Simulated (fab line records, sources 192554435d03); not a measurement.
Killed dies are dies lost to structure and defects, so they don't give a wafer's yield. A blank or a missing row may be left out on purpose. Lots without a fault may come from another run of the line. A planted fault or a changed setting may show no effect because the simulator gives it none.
Split-lot experiment | flow n5_finfet | 7 lots, 21 wafers read, on a route of 1938 steps

THE SPLIT
At N5_PASSIVATION_EXPOSE_07 (exposes mask TV, defocus 0 nm, target cd 3000 nm), the setting dose_mj was moved away from the recipe's 22.75 on 5 of the 21 wafers read, by -4.5% to +6.0%. The other wafers ran this setting at the recipe's value.

FROM THE SPLIT TO THE READING: what the file shows between them, 3 steps
- N5_PASSIVATION_PEB_08
- N5_PASSIVATION_DEVELOP_09: develop time 60 s
- N5_PASSIVATION_HARDBAKE_11: time 120 s

THE READING
cd_nm, in nm, at N5_PASSIVATION_CD_MEAS_10 (target cd 3000 nm). Fault-free wafers of this fab line usually give 2999.7 nm, standard deviation 1.5 nm.

wafer  | tool, chamber at the split | dose_mj as run | against the recipe | cd_nm, nm | against lot-mates on the recipe
L076.1 | krf_scanner-01, 0          | 24.11          | +6.0%              | 3012.4    | +10.3
L076.2 | krf_scanner-01, 0          | 22.75          | recipe             | 3002.1    | -
L076.5 | krf_scanner-01, 0          | 24.11          | +6.0%              | 3011.8    | +9.7
L080.1 | krf_scanner-02, 0          | 23.42          | +2.9%              | 3005.9    | +6.4
L080.3 | krf_scanner-02, 0          | 22.75          | recipe             | 2998.2    | -
L080.6 | krf_scanner-02, 0          | 22.75          | recipe             | 3000.8    | -
L089.3 | krf_scanner-02, 0          | 22.75          | recipe             | 3001.0    | -
L089.4 | krf_scanner-02, 0          | 22.75          | recipe             | 2997.6    | -
L089.5 | krf_scanner-02, 0          | 22.75          | recipe             | 2999.2    | -
L094.1 | krf_scanner-02, 0          | 22.75          | recipe             | 2999.7    | -
L094.2 | krf_scanner-02, 0          | 22.75          | recipe             | 2998.0    | -
L094.5 | krf_scanner-02, 0          | 22.14          | -2.7%              | 2991.6    | -7.2
L091.2 | krf_scanner-01, 0          | 21.73          | -4.5%              | 2990.1    | -8.4
L091.4 | krf_scanner-01, 0          | 22.75          | recipe             | 2998.6    | -
L091.6 | krf_scanner-01, 0          | 22.75          | recipe             | 2998.4    | -
L095.2 | krf_scanner-01, 0          | 22.75          | recipe             | 2999.2    | -
L095.3 | krf_scanner-01, 0          | 22.75          | recipe             | 2999.8    | -
L095.6 | krf_scanner-01, 0          | 22.75          | recipe             | 2997.7    | -
L096.2 | krf_scanner-02, 0          | 22.75          | recipe             | 3000.0    | -
L096.4 | krf_scanner-02, 0          | 22.75          | recipe             | 3000.8    | -
L096.6 | krf_scanner-02, 0          | 22.75          | recipe             | 3000.7    | -

THE FIT
A straight line over all 21 wafers: cd_nm changes by +2.18 nm for each +1% of dose_mj; r = +0.97; the points scatter about the line by 1.3 nm.
The same after taking each lot's own level away (the mean of its wafers on the recipe; 21 wafers): +1.83 nm for each +1%; r = +0.97; scatter 1.1 nm.
On that fit, the largest move of dose_mj shifts the reading by 11 nm.
The lots' own levels span 2998.50 to 3002.10 nm, that is 2.4 times the standard deviation above.
So the lot-to-lot level changes the slope: the two fits differ.
Check: with one of the wafers moved furthest among these (+6.0%) left out of the fit, the line predicts +11 nm for it against its lot-mates. It came out at +10.3 nm against them.

OTHER SPLITS ON THESE WAFERS
These wafers also went through other splits before the reading. Each is held against what the fit with the lots' levels taken away leaves over:
other split on the same wafers    | wafers away from the commonest value | r with cd_nm (lot level and that fit taken away)
N5_BEOL_M10_ETCH_41 source_w      | 8                                    | +0.11
N5_BEOL_M11_VIA_ETCH_34 time_s    | 5                                    | +0.22
N5_BEOL_M11_ETCH_41 time_s        | 6                                    | +0.12
N5_BEOL_M13_ETCH_67 bias_w        | 6                                    | -0.01
N5_BEOL_M14_TRENCH_ETCH_34 bias_w | 8                                    | +0.04
N5_MIM_BOT_SPUTTER_00 power_w     | 5                                    | -0.37

THE FILE'S OWN FIT
cd_nm changes by +1.89 nm for each +1% of dose_mj, r = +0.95.
